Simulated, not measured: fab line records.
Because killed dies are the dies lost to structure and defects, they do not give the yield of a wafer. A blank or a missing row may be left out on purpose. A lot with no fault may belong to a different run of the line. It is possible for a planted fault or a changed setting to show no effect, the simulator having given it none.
2 desks looking at one fault    flow n5_finfet    each desk has only its own numbers; what lay behind them comes last

## DESK OF THE TOOL OWNER: cmp-03
The tool's own readings at N5_BEOL_M8_CMP_52 (polishes, stops on SiCOH lowk, t overpolish 6.9 s, target thk 80 nm): means of the sampled wafers that have a number, for each lot that ran on this tool. Marked OUT: a lot whose mean sits more than 4 standard deviations from the usual mean, which makes it out of limits; the brackets give that distance.
Columns: A = barrier_field_endpoint_s at N5_BEOL_M8_CMP_52, usual 29.1 s; B = clearing_platen_rpm at N5_BEOL_M8_CMP_52, usual 49.997 rpm; C = motor_current_A at N5_BEOL_M8_CMP_52, usual 5.7 A; D = overpolish_run_s at N5_BEOL_M8_CMP_52, usual 6.900 s; E = time_to_endpoint_s at N5_BEOL_M8_CMP_52, usual 63.9 s
lot   first seen here  A     B       C    D      E
L479  day 9 22:44      29.3  50.003  6.1  6.904  63.2
L480  day 10 12:19     28.0  49.997  6.1  6.903  61.2
L481  day 10 15:03     28.1  49.988  5.9  6.896  62.0
L482  day 10 23:44     28.2  50.002  5.8  6.890  60.8
L483  day 11 11:42     28.9  49.986  5.9  6.898  62.3
L494  day 14 06:30     30.1  49.986  5.7  6.888  65.4
L499  day 15 06:32     29.5  50.002  6.5  6.892  60.9
L497  day 15 20:25     29.5  49.992  5.4  6.902  64.5
L498  day 15 21:47     29.4  49.974  5.4  6.900  65.2
Finding of this desk: none of the 9 lots has anything out of limits.

## THE DEFECT DESK
Lot by lot, what the route's inspections counted, given as the mean of those sampled wafers with a number. Marked OUT: a lot whose mean sits more than 4 standard deviations from the usual mean, which makes it out of limits; the brackets give that distance.
Columns: A = raw_defect_count at N5_BEOL_M8_INSPECT_58, usual 70; B = raw_defect_count at N5_BEOL_M9_INSPECT_13, usual 400
lot   first seen here  A              B
L476  day 9 06:01      66             368
L479  day 9 23:07      59             456
L480  day 10 12:43     61             383
L481  day 10 15:30     868 (+36) OUT  1329 (+9.8) OUT
L482  day 11 00:11     873 (+37) OUT  1340 (+9.9) OUT
L483  day 11 12:02     856 (+36) OUT  1137 (+7.8) OUT
L491  day 12 23:59     50             464
L494  day 14 06:57     54             297
L499  day 15 06:55     64             290
L497  day 15 20:50     88             500
L498  day 15 22:11     73             373
This desk finds L481, L482, L483 out of limits, L481 being first, at day 10 15:30 (raw_defect_count at N5_BEOL_M8_INSPECT_58). L476, L479, L480, L491, L494, L499, L497, L498 stayed within limits.

## TAKEN TOGETHER
The defect desk could have raised an alarm at day 10 15:30, on L481, L482, L483.
The desk of the tool owner found nothing out of limits.
The tool owner's desk has L481, L482, L483 on record, within its limits.
Every lot named ran N5_BEOL_M8_CMP_52 on cmp-03.

## WHAT WAS PUT IN BY THE SIMULATOR
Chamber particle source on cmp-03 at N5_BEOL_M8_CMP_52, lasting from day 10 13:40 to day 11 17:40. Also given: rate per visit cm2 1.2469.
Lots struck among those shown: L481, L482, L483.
Hours from the fault's start to each desk's first reading out of limits: the defect desk, 2.
